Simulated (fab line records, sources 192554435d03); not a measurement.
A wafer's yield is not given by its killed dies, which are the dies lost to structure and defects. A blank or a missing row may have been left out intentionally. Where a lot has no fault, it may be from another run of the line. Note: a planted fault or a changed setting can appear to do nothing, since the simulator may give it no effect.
fab line records	flow n5_finfet
[record] lots = 6	wafers = 18	last_day = 17
route steps=1938 shown BEOL_M11@1596 BEOL_M12@1602 PASSIVATION@1936
lots that met no fault: taken from a fault-free run of the same line
start_h: start of the lot's first displayed wafer, in hours after the record's first day	wait_h: hours from the lot's prior step to this one	" as in the row above	L1.1+2: one row covering several wafers at once	- no value, or no start was given	* or withheld: withheld	< > ~ a bound
route shown NAME@n: NAME is a module with steps in the file, n the number in the route of the first one	usual: mean/standard deviation of fault-free wafers	same: alike in all rows	chamber/n: place in a boat	sites: each site's reading	_std_site: the values' standard deviation	_edge_site: mean of outer sites minus mean of inner sites	radius_mm: how far each site lies from the wafer's centre	mask NAME#n: copy n	behind: the most recent tool/chamber to have shaped the wafer	hold: what put the lot on hold/how long, in hours/how the hold closed	device: the n, p or np transistor that did not switch	end of line: the same wafers' tests at the end of the route	a step given without rows: its recipe and nothing more	killed: the dies lost at the first sort to structure and to defects; this is not the yield of the wafer	map: per-die view of a wafer (x killed, . not killed, _ where there is no die)
set.NAME: the setting the step ran with; set.NAME@STEP: the setting that earlier step ran with	model.NAME: the simulator's own value behind a step, which no gauge read
certain route steps with their lots: each step a table, each wafer a row
services: a tool's chamber out of use, with start hour (start_h, from the record's first day; less than 0 if before it), hours out, and reason
[[steps]]
[step N5_BEOL_M11_CMP_52]
[recipe] stop_on = SiCOH_lowk	t_overpolish_s = 7	down_force_psi = 1	platen_rpm = 50	clearing_platen_down_force_psi = 1.5	clearing_platen_rpm = 50	post_cmp_clean = cu_alkaline	target_thk_nm = 140	clearing_platen_pad_velocity_m_s = 0.99484	pad_velocity_m_s = 0.99484
[usual] barrier_field_endpoint_s = 28.7/0.67	motor_current_A = 5.9/0.39	overpolish_run_s = 7.000/0.0096	slurry_flow_ml_min = 150.0/0.47	time_to_endpoint_s = 65.7/2.6
lot.wafer	tool	chamber	start_h	wait_h	barrier_field_endpoint_s	motor_current_A	overpolish_run_s	slurry_flow_ml_min	time_to_endpoint_s
L629.1	cmp-03	0	226.17	0.3	29.5	5.0	7.014	149.4	68.9
L629.5	"	0	"	"	28.5	5.2	6.996	149.1	66.5
L629.6	"	1	"	"	29.1	6.1	6.997	149.7	67.6
L630.4	cmp-02	0	237.99	0.2	29.3	6.4	7.000	150.0	67.5
L630.5	"	3	"	"	29.4	5.7	6.995	150.4	67.3
L630.6	"	0	"	"	30.4	6.5	7.013	150.4	67.8
L637.2	cmp-02	3	276.28	0.3	28.1	5.9	6.999	150.5	62.5
L637.3	"	1	"	"	29.1	5.8	7.003	150.7	65.9
L637.6	"	2	"	"	28.4	5.8	6.982	150.0	61.8
L640.1	cmp-03	3	291.08	0.3	29.5	6.2	6.996	149.6	66.6
L640.3	"	0	"	"	28.3	5.1	6.998	149.4	64.1
L640.6	"	2	"	"	29.2	5.8	7.009	149.8	65.1
L641.4	cmp-03	0	303.01	0.1	28.0	5.2	6.982	150.3	65.7
L641.1	"	3	"	"	28.1	6.0	6.990	148.9	68.3
L641.5	"	0	"	"	28.8	5.3	6.997	149.9	66.5
L649.3	cmp-03	3	351.94	0.3	28.4	5.8	6.998	150.1	63.4
L649.2	"	1	"	"	28.1	6.0	7.007	149.5	61.7
L649.6	"	3	"	"	29.6	5.7	7.002	150.0	64.1
[step N5_BEOL_M11_THK_MEAS_53]
[recipe] thk_meas_gauge = xrf	reads = Cu_of_BEOL_M11_ECD_50
[usual] M11_THK = 138.8/2.6
lot.wafer	tool	chamber	start_h	wait_h	M11_THK[nm]
L629.1	film_metro-01	-	226.46	-	136.0
L629.5	"	-	"	"	139.0
L629.6	"	-	"	"	134.2
L630.4	film_metro-02	-	238.24	-	138.9
L630.5	"	-	"	"	139.5
L630.6	"	-	"	"	139.4
L637.2	film_metro-01	-	276.54	-	141.5
L637.3	"	-	"	"	136.3
L637.6	"	-	"	"	137.8
L640.1	film_metro-01	-	291.29	-	136.7
L640.3	"	-	"	"	137.5
L640.6	"	-	"	"	138.2
L641.1	film_metro-02	-	303.30	-	142.0
L641.4	"	-	"	"	141.5
L641.5	"	-	"	"	139.4
L649.2	film_metro-01	-	352.20	-	134.5
L649.3	"	-	"	"	134.0
L649.6	"	-	"	"	134.3
[step N5_BEOL_M11_PRE_CLEAN_55]
[recipe] gas = NH3	time_s = 15	temp_c = withheld	rf_power_w = 300
[step N5_BEOL_M11_DEP_56]
[recipe] material = SiCN	target_thk_a = 300	temp_c = withheld	precursor = 3MS/NH3	pressure_torr = 3	rf_w = 675	time_s = 10.5
[usual] showerhead_plenum_p_Torr = 4.144/0.016	throttle_valve_pct = 18.2/1.4
lot.wafer	tool	chamber	start_h	wait_h	showerhead_plenum_p_Torr	throttle_valve_pct
L629.1	pecvd-04	1	226.53	0.0	4.146	17.2
L629.5	"	1	"	"	4.142	17.7
L629.6	"	0	"	"	4.173	18.4
L630.4	pecvd-03	2	238.32	0.0	4.115	15.4
L630.5	"	1	"	"	4.144	19.6
L630.6	"	0	"	"	4.137	19.8
L637.2	pecvd-02	0	276.60	0.0	4.172	18.3
L637.3	"	1	"	"	4.158	18.2
L637.6	"	0	"	"	4.149	18.1
L640.1	pecvd-02	2	291.36	0.0	4.156	17.9
L640.3	"	0	"	"	4.149	18.3
L640.6	"	0	"	"	4.159	18.2
L641.1	pecvd-04	0	303.36	0.0	4.169	18.5
L641.4	"	0	"	"	4.162	18.2
L641.5	"	2	"	"	4.125	17.7
L649.2	pecvd-03	1	352.26	0.0	4.158	19.4
L649.3	"	0	"	"	4.129	20.1
L649.6	"	2	"	"	4.122	15.7
[step N5_BEOL_M11_RS_MEAS_57]
[recipe] thk_meas_gauge = four-point-probe	reads = Cu_of_BEOL_M11_ECD_50+Co_of_BEOL_M11_CVD_75+TaN_of_BEOL_M11_ALD_74
[usual] M11_RS = 0.1500/0.0026
lot.wafer	tool	chamber	start_h	wait_h	M11_RS[ohm/sq]
L629.1	film_metro-01	-	226.59	0.1	0.1518
L629.5	"	-	"	"	0.1489
L629.6	"	-	"	"	0.1541
L630.4	film_metro-01	-	238.37	0.0	0.1509
L630.5	"	-	"	"	0.1505
L630.6	"	-	"	"	0.1503
L637.2	film_metro-02	-	276.67	0.0	0.1440
L637.3	"	-	"	"	0.1496
L637.6	"	-	"	"	0.1491
L640.1	film_metro-01	-	291.42	0.0	0.1507
L640.3	"	-	"	"	0.1504
L640.6	"	-	"	"	0.1498
L641.1	film_metro-01	-	303.43	0.0	0.1488
L641.4	"	-	"	"	0.1488
L641.5	"	-	"	"	0.1518
L649.2	film_metro-01	-	352.32	0.0	0.1533
L649.3	"	-	"	"	0.1533
L649.6	"	-	"	"	0.1535
[step N5_BEOL_M11_INSPECT_58]
[recipe] inspect_instrument = darkfield	mode = post_dep
[usual] raw_defect_count = 70/21
lot.wafer	tool	chamber	start_h	wait_h	raw_defect_count
L629.1	defect_inspect-02	-	226.62	0.0	105
L629.5	"	-	"	"	40
L629.6	"	-	"	"	71
L630.4	defect_inspect-01	-	238.40	0.0	76
L630.5	"	-	"	"	102
L630.6	"	-	"	"	124
L637.2	defect_inspect-01	-	276.69	0.0	55
L637.3	"	-	"	"	55
L637.6	"	-	"	"	55
L640.1	defect_inspect-02	-	291.45	0.0	47
L640.3	"	-	"	"	49
L640.6	"	-	"	"	64
L641.1	defect_inspect-02	-	303.45	0.0	85
L641.4	"	-	"	"	111
L641.5	"	-	"	"	61
L649.2	defect_inspect-01	-	352.35	0.0	53
L649.3	"	-	"	"	60
L649.6	"	-	"	"	74
[step N5_BEOL_M12_ILD_DEP_00]
[recipe] material = SiOC	target_thk_a = 6589.2	temp_c = 350	precursor = DEMS/O2	pressure_torr = 5	rf_w = 500	time_s = 130.7
[usual] heater_power_w = 445/77	showerhead_plenum_p_Torr = 5.685/0.013	throttle_valve_pct = 11.9/0.95
lot.wafer	tool	chamber	start_h	wait_h	heater_power_w	showerhead_plenum_p_Torr	throttle_valve_pct
L629.1	pecvd-01	0	226.66	0.0	421	5.666	12.7
L629.5	"	0	"	"	442	5.674	12.9
L629.6	"	1	"	"	294	5.659	11.8
L630.4	pecvd-03	2	238.48	0.1	374	5.673	10.2
L630.5	"	0	"	"	477	5.679	13.1
L630.6	"	1	"	"	384	5.694	12.6
L637.2	pecvd-01	2	276.73	0.0	459	5.701	10.8
L637.3	"	1	"	"	352	5.677	11.8
L637.6	"	2	"	"	478	5.714	10.6
L640.1	pecvd-03	2	291.48	0.0	416	5.664	10.3
L640.3	"	1	"	"	472	5.677	12.9
L640.6	"	1	"	"	400	5.692	13.2
L641.1	pecvd-01	1	303.49	0.0	365	5.660	11.4
L641.4	"	1	"	"	365	5.674	12.0
L641.5	"	0	"	"	401	5.670	12.8
L649.2	pecvd-01	2	352.39	0.0	504	5.706	10.7
L649.3	"	1	"	"	381	5.672	11.5
L649.6	"	1	"	"	290	5.676	11.4
[step N5_BEOL_M12_THK_MEAS_01]
[recipe] reads = SiOC_of_BEOL_M12_ILD_DEP_00
[usual] M12_ILD_THK = 659/8.2
lot.wafer	tool	chamber	start_h	wait_h	M12_ILD_THK[nm]
L629.1	film_metro-01	-	226.79	0.1	663
L629.5	"	-	"	"	671
L629.6	"	-	"	"	673
L630.4	film_metro-02	-	238.56	0.0	675
L630.5	"	-	"	"	669
L630.6	"	-	"	"	672
L637.2	film_metro-02	-	276.86	0.1	651
L637.3	"	-	"	"	650
L637.6	"	-	"	"	662
L640.1	film_metro-02	-	291.61	0.1	656
L640.3	"	-	"	"	662
L640.6	"	-	"	"	671
L641.1	film_metro-01	-	303.62	0.1	640
L641.4	"	-	"	"	659
L641.5	"	-	"	"	658
L649.2	film_metro-01	-	352.57	0.1	643
L649.3	"	-	"	"	662
L649.6	"	-	"	"	657
[step N5_BEOL_M12_COAT_58]
[recipe] resist = BARC	temp_c = 205	time_s = 60	spin_rpm = 1500	resist_thk_nm = 89
[step N5_BEOL_M12_COAT_04]
[recipe] spin_rpm = 1625	resist_thk_nm = 400
[step N5_BEOL_M12_EBR_06]
[recipe] solvent = PGMEA	ebr_width_mm = 1.5
[step N5_BEOL_M12_SOFTBAKE_05]
[recipe] temp_c = 130	time_s = 60
[step N5_BEOL_M12_EXPOSE_07]
[recipe] mask_id = V11	na = 0.93	source_shape = conventional	sigma_outer = 0.6	polarization = unpolarized	attpsm_phase_deg = 180	dose_mj = 32.5
[usual] exposure_dose_mJ_cm2 = 32.49/0.031	reticle_temp_C = 22.99/0.12
lot.wafer	tool	chamber	start_h	wait_h	mask	exposure_dose_mJ_cm2	reticle_temp_C
L629.1	krf_scanner-02	0	226.92	-	V11#0	32.47	23.18
L629.5	"	0	"	"	V11#0	32.47	23.14
L629.6	"	0	"	"	V11#0	32.44	23.01
L630.4	krf_scanner-01	0	238.84	-	V11#0	32.49	23.05
L630.5	"	0	"	"	V11#0	32.52	23.10
L630.6	"	0	"	"	V11#0	32.50	22.89
L637.2	krf_scanner-01	0	277.00	-	V11#0	36.19	22.94
L637.3	"	0	"	"	V11#0	36.16	23.12
L637.6	"	0	"	"	V11#0	36.22	23.00
L640.1	krf_scanner-01	0	291.87	-	V11#0	35.47	23.10
L640.3	"	0	"	"	V11#0	35.54	23.10
L640.6	"	0	"	"	V11#0	35.52	23.15
L641.1	krf_scanner-02	0	303.88	-	V11#0	32.47	22.68
L641.4	"	0	"	"	V11#0	32.45	22.89
L641.5	"	0	"	"	V11#0	32.48	22.84
L649.2	krf_scanner-02	0	352.83	-	V11#0	32.48	23.25
L649.3	"	0	"	"	V11#0	32.51	23.12
L649.6	"	0	"	"	V11#0	32.50	23.29
[step N5_BEOL_M12_PEB_08]
[recipe] peb_temp_c = 130	peb_time_s = 90
[step N5_BEOL_M12_DEVELOP_09]
[recipe] develop_time_s = 45	rinse_liquid = diw	dry = air_spin	dev_temp_c = 21
[step N5_BEOL_M12_HARDBAKE_14]
[recipe] temp_c = 130	time_s = 120
[step N5_BEOL_M12_CD_MEAS_10]
[recipe] target_cd_nm = 140	landing_energy_ev = 500	detector = se_inlens	polarity = opening
[usual] cd_nm = 139.6/1.4
lot.wafer	tool	chamber	start_h	wait_h	cd_nm
L629.1	cd_sem-02	0	227.09	-	138.2
L629.5	"	0	"	"	140.7
L629.6	"	0	"	"	138.2
L630.4	cd_sem-02	0	238.99	-	139.5
L630.5	"	0	"	"	140.2
L630.6	"	0	"	"	141.3
L637.2	cd_sem-03	0	277.17	-	152.6
L637.3	"	0	"	"	151.9
L637.6	"	0	"	"	151.6
L640.1	cd_sem-03	0	292.04	-	151.3
L640.3	"	0	"	"	150.6
L640.6	"	0	"	"	151.4
L641.1	cd_sem-02	0	304.05	-	138.4
L641.4	"	0	"	"	138.3
L641.5	"	0	"	"	138.5
L649.2	cd_sem-02	0	353.00	-	139.8
L649.3	"	0	"	"	138.9
L649.6	"	0	"	"	140.6
[step N5_BEOL_M12_OVL_MEAS_11]
[recipe] points_per_wafer = 44
[usual] V11_OVL = 3/6.1
lot.wafer	tool	chamber	start_h	wait_h	V11_OVL[nm]
L629.1	overlay-01	0	227.12	0.0	6
L629.5	"	0	"	"	6
L629.6	"	0	"	"	0
L630.4	overlay-02	0	239.02	0.0	5
L630.5	"	0	"	"	2
L630.6	"	0	"	"	-5
L637.2	overlay-01	0	277.19	0.0	3
L637.3	"	0	"	"	1
L637.6	"	0	"	"	4
L640.1	overlay-02	0	292.07	0.0	-6
L640.3	"	0	"	"	-7
L640.6	"	0	"	"	-10
L641.1	overlay-01	0	304.08	0.0	3
L641.4	"	0	"	"	11
L641.5	"	0	"	"	10
L649.2	overlay-01	0	353.03	0.0	12
L649.3	"	0	"	"	15
L649.6	"	0	"	"	6
[step N5_PASSIVATION_PROBE_49]
[usual] defect_limited_yield = 91.4/1.6	killed_at_M0_to_M3 = 34/12	killed_at_M4_up = 13/5.2	killed_at_contacts = 11/5.5	killed_at_front_end = 40/13	killed_at_other = 3.4/2.7	killed_dies = 102/19	killed_on_rim = 13/4.3	killed_open = 66/15	killed_short = 33/7.9	sort_bin_5_function = 5.1/1.1	sort_bin_6_memory = 3.2/0.7	sort_n_pass = 1078/19	sort_yield_pct = 91.4/1.6
[same] gross_dies = 1180	killed_at_back_side = 0	sort_bin_4_leakage[%] = 0	sort_bin_8_speed[%] = 0
lot.wafer	tool	chamber	start_h	wait_h	defect_limited_yield[%]	killed_at_M0_to_M3	killed_at_M4_up	killed_at_contacts	killed_at_front_end	killed_at_other	killed_dies	killed_on_rim	killed_open	killed_short	sort_bin_5_function[%]	sort_bin_6_memory[%]	sort_n_pass	sort_yield_pct[%]
L637.2	prober-02	-	311.26	0.1	90.6	27	41	7	32	4	111	16	65	26	4.9	2.8	1069	90.6
L637.3	prober-02	-	311.31	0.1	91.6	25	20	8	33	13	99	16	64	29	4.3	3.6	1081	91.6
L637.6	prober-02	-	311.46	0.3	94.6	18	19	6	15	6	64	6	39	18	3.1	2.1	1116	94.6
L640.1	prober-02	-	341.60	0.0	89.3	54	19	13	36	4	126	18	77	41	6.2	3.6	1054	89.3
L640.3	prober-02	-	341.70	0.1	89.0	66	15	15	33	1	130	16	84	44	6.7	3.6	1050	89.0
L640.6	prober-02	-	341.85	0.3	89.8	34	23	22	37	4	120	12	78	35	5.4	3.9	1060	89.8
L641.1	prober-01	-	357.07	0.0	91.5	18	10	5	67	0	100	10	71	27	5.3	2.9	1080	91.5
L641.4	prober-01	-	357.22	0.2	92.2	35	16	4	35	2	92	18	66	24	4.5	3.1	1088	92.2
L641.5	prober-01	-	357.27	0.2	90.2	35	8	10	55	8	116	16	78	36	5.3	4.3	1064	90.2
// killed by level:class
L637.2 BEOL_M12:area_expose=12 BEOL_M4:geometric_particle:open=10 BEOL_M0_SAQP:geometric_particle:open=9 FIN_SAQP:geometric_particle:open=7 MOL_CONTACT_COAG:geometric_particle:open=6 BEOL_M5:geometric_particle:open=6 BEOL_M0_SAQP:geometric_particle:short=5 BEOL_M0:geometric_particle:open=5
L637.3 STI_FIN_REVEAL:geometric_particle:open=8 MOL_CONTACT_COAG:geometric_particle:open=8 BEOL_M0_SAQP:geometric_particle:open=7 FIN_SAQP:geometric_particle:short=5 BEOL_M0_SAQP:geometric_particle:short=5 BEOL_M1:geometric_particle:open=5 BEOL_M6:geometric_particle:open=5 MIM_TOP:geometric_particle:open=5
L637.6 BEOL_M0_SAQP:geometric_particle:open=7 BEOL_M4:geometric_particle:open=6 MOL_CONTACT_COAG:geometric_particle:open=5 FIN_SAQP:geometric_particle:open=4 BEOL_M0_SAQP:geometric_particle:short=4 STI_FIN_REVEAL:geometric_particle:open=3 GATE_CUT:geometric_particle:short=3 BEOL_M7:geometric_particle:open=3
L640.1 BEOL_M2:geometric_particle:open=19 BEOL_M0_SAQP:geometric_particle:short=13 MOL_CONTACT_COAG:geometric_particle:open=11 BEOL_M0_SAQP:geometric_particle:open=10 FIN_SAQP:geometric_particle:short=9 BEOL_M4:geometric_particle:open=9 FIN_SAQP:geometric_particle:open=5 STARTING-WAFER:geometric_particle:short=5
L640.3 BEOL_M0_SAQP:geometric_particle:short=20 BEOL_M2:geometric_particle:open=20 BEOL_M0_SAQP:geometric_particle:open=16 MOL_CONTACT_COAG:geometric_particle:open=15 FIN_SAQP:geometric_particle:short=10 BEOL_M4:geometric_particle:open=8 STI_FIN_REVEAL:geometric_particle:open=6 BEOL_M3:geometric_particle:open=5
L640.6 MOL_CONTACT_COAG:geometric_particle:open=18 BEOL_M0_SAQP:geometric_particle:open=12 FIN_SAQP:geometric_particle:open=10 BEOL_M4:geometric_particle:open=10 BEOL_M3:geometric_particle:open=9 BEOL_M0_SAQP:geometric_particle:short=7 BEOL_M12:area_expose=6 FIN_SAQP:geometric_particle:short=5
L641.1 FIN_SAQP:geometric_particle:open=17 STI_FIN_REVEAL:geometric_particle:open=13 DUMMY_GATE:geometric_particle:open=10 BEOL_M3:geometric_particle:open=7 BEOL_M2:geometric_particle:open=6 FIN_SAQP:geometric_particle:short=5 BEOL_M4:geometric_particle:open=5 DUMMY_GATE:geometric_particle:short=4
L641.4 BEOL_M2:geometric_particle:open=10 BEOL_M1:geometric_particle:open=9 STI_FIN_REVEAL:geometric_particle:open=8 BEOL_M0_SAQP:geometric_particle:open=8 BEOL_M4:geometric_particle:open=7 FIN_SAQP:geometric_particle:open=6 FIN_SAQP:geometric_particle:short=4 DUMMY_GATE:geometric_particle:open=4
L641.5 STI_FIN_REVEAL:geometric_particle:open=22 BEOL_M2:geometric_particle:open=11 DUMMY_GATE:geometric_particle:open=10 MOL_CONTACT_COAG:geometric_particle:open=7 BEOL_M3:geometric_particle:open=7 FIN_SAQP:geometric_particle:open=5 FIN_SAQP:geometric_particle:short=4 BEOL_M0_SAQP:geometric_particle:short=4
[[services]]
tool	chamber	start_h	hours	kind
pecvd-03	2	202.38	-	clean
pecvd-03	2	202.38	-	consumable_replace:showerhead
pecvd-03	2	202.38	29.0	scheduled_down
cmp-02	-	215.18	2.3	repair
cmp-03	-	220.46	0.3	repair
krf_scanner-01	-	221.75	1.3	pm
cmp-03	-	226.68	4.0	pm
pecvd-01	2	234.74	4.8	repair
cmp-03	-	240.87	2.0	repair
pecvd-02	0	253.33	6.3	repair
pecvd-04	0	254.36	4.9	repair
krf_scanner-02	-	273.65	1.0	pm
cmp-02	-	288.98	0.9	repair
cmp-03	-	304.46	4.4	repair
krf_scanner-02	-	304.87	2.9	repair
krf_scanner-02	-	308.92	1.3	pm
krf_scanner-01	-	310.22	3.6	pm
pecvd-01	-	310.45	1.7	repair
pecvd-02	-	316.35	6.0	pm
krf_scanner-01	-	330.31	0.8	pm
krf_scanner-02	-	332.42	0.4	repair
pecvd-02	1	339.08	4.0	repair
pecvd-01	0	341.60	23.7	repair
cmp-02	-	341.88	5.1	pm
[[key]]
[first_sign] step = N5_BEOL_M12_EXPOSE_07	reading = exposure_dose_mJ_cm2	direction = up	sigmas = 99+	usual = 32.49	struck = 35.85
[effect] step = N5_BEOL_M12_CD_MEAS_10	reading = cd_nm	direction = up	sigmas = 8.5	usual = 139.6	struck = 151.5	through = control_loop
[effect] step = N5_PASSIVATION_PROBE_49	reading = killed_at_M4_up	direction = up	sigmas = 1.8	usual = 13	struck = 23	wafers_moved = 1
met_at N5_BEOL_M12_EXPOSE_07
struck_wafers L637.2,L637.3,L637.6,L640.1,L640.3,L640.6
[loop_trim] step = N5_BEOL_M12_EXPOSE_07	setting = dose	lots = L640
onset_between 238.84 277.00
[fault] kind = process_parameter_drift	tool = krf_scanner-01	chamber = -	onset_h = 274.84	steps = N5_BEOL_M12_EXPOSE_07	channel = dose_mj	offset = 3.7304	shape = step	acts_in = these_recipes_only	stated = 32.5
// loop_trim: a control loop set the setting to another value than it would have without faults
